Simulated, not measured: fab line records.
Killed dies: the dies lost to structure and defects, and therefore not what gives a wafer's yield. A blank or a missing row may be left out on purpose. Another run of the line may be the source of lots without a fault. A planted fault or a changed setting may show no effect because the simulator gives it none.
Comparing a struck lot with a sound one	flow n5_finfet	38 out of 1938 route steps
Sound: the wafers L594.3, L594.4, L594.6. Struck: wafer L587.5. (L587.1, L587.2 of the same lot were not struck and are left out.) The cause comes at the end.
Each step with rows lists, per side, the tool, then ch with its chambers, then its first start. Under that, the readings that differ: sound wafers	struck wafers	difference of the means	sigmas: that difference in standard deviations of wafers without a fault.
alike: readings whose means differ by less than 2 such deviations, and words and numbers that are the same on both sides. not compared: withheld readings, readings that some wafer has no value for, bounds like >300 that may hide the same value, and numbers for which the record gives no deviation and whose values overlap.
A row with sigmas, a row that says differs or no value, or rows on one side alone: a step with any of these is where the two part. Numbers that don't overlap but have no deviation are shown without sigmas and don't part them. A reading that every wafer of one side lacks parts them only if that side has two wafers or more.

first, 11 steps without rows for these wafers: N5_BEOL_M0_CUTY_STRIP_64 (strips in N2/H2); N5_BEOL_M0_ETCH_138 (etches SiCN in CH3F/O2, target depth 12 nm, time 31.6 s); N5_BEOL_M0_HM_OPEN_105 (chemistry Cl2/BCl3, target TiN, target depth 12 nm); N5_BEOL_M0_STRIP_140 (strips in CF4); N5_BEOL_M0_STRIP_104 (strips in N2/H2); N5_BEOL_M0_WET_ETCH_106 (etches SiO2 in DHF, target depth 130 nm, rinse time 30 s); N5_BEOL_M0_ETCH_128 (etches SiCN in CF4/N2, target depth 12 nm, overetch 5.1 nm, time 21.4 s); N5_BEOL_M0_TRENCH_ETCH_107 (etches SiOC in C4F6/O2, target depth 32.8 nm, time 16.4 s); N5_BEOL_M0_STRIP_142 (strips in N2/H2, time 10 s); N5_BEOL_M0_HM_STRIP_129 (strips TiN in peroxide tin strip, target depth 17 nm, time 108 s); N5_BEOL_M0_SRD_130 (time 30 s).
N5_BEOL_M0_ETCH_109: etches SiCN in CH3F/O2, target depth 8 nm, overetch 2.4 nm, time 27.4 s.
  sound on rie_diel-05 ch 1,2,3, day 9 08:21; struck on rie_diel-01 ch 0, day 7 06:14
  alike: drypump_motor_current_A, oes_product_au, rf_vpp_V, showerhead_plenum_p_Torr, throttle_valve_pct
  not compared: rf_hours_counter_h
then, 25 steps without rows for these wafers: N5_BEOL_M0_STRIP_139 (strips in post etch residue remover, time 60 s); N5_BEOL_M0_SRD_111 (time 30 s); N5_BEOL_M0_DEGAS_112 (time 60 s); N5_BEOL_M0_PRE_CLEAN_113 (time 30 s); N5_BEOL_M0_ALD_136 (deposits TaN, pulse time 2 s, purge time 3 s, co reactant purge time 2 s); N5_BEOL_M0_SURFACE_TREAT_137; N5_BEOL_M0_CVD_115 (deposits Co from CCTBA/H2, time 120 s); N5_BEOL_M0_SPUTTER_116 (material Cu, target thk 4 nm, time 7.37 s); N5_BEOL_M0_ANNEAL_117 (time 60 s); N5_BEOL_M0_SPUTTER_132 (material Cu, target thk 4 nm, time 7.37 s); N5_BEOL_M0_ANNEAL_133 (time 60 s); N5_BEOL_M0_SPUTTER_134 (material Cu, target thk 4 nm, time 7.37 s); N5_BEOL_M0_ANNEAL_135 (time 60 s); N5_BEOL_M0_SPUTTER_141 (material Cu, target thk 4 nm, time 7.37 s); N5_BEOL_M0_ECD_118 (material Cu, target thk 300 nm); N5_BEOL_M0_ANNEAL_119 (time 90 s); N5_BEOL_M0_CMP_120 (polishes, stops on SiOC, t overpolish 6.9 s); N5_BEOL_M0_PRE_CLEAN_131 (time 15 s); N5_BEOL_M0_CO_CAP_123 (material Co, precursor CCTBA/H2, target thk 2 nm, time 102.1 s); N5_BEOL_M0_PRE_CLEAN_124 (time 15 s); N5_BEOL_M0_DEP_125 (deposits SiCN from 3MS/NH3, target thk 8 nm, time 14 s); N5_BEOL_M1_ILD_DEP_00 (deposits SiOC from DEMS/O2, target thk 79 nm, time 15.3 s); N5_BEOL_M1_PECVD_72 (deposits SiO2 from TEOS/O2, target thk 16 nm, time 18 s); N5_BEOL_M1_HM_DEP_02 (deposits TiN, target thk 20 nm); N5_BEOL_M1_COAT_61 (time 60 s, resist thk 60 nm).
-- here the record skips 7 days between the struck wafers' starts before and after, leaving off in module BEOL_M1 and picking up in module PASSIVATION (first step shown: number 1936 of the route) --
N5_PASSIVATION_PROBE_49:
  rows exist in the record for the struck wafers here (prober-02, day 14 07:50), but not for the sound ones

== WHERE THEY PART ==
Only at N5_PASSIVATION_PROBE_49, as far as this record shows.

WHY: the cause the simulator had injected
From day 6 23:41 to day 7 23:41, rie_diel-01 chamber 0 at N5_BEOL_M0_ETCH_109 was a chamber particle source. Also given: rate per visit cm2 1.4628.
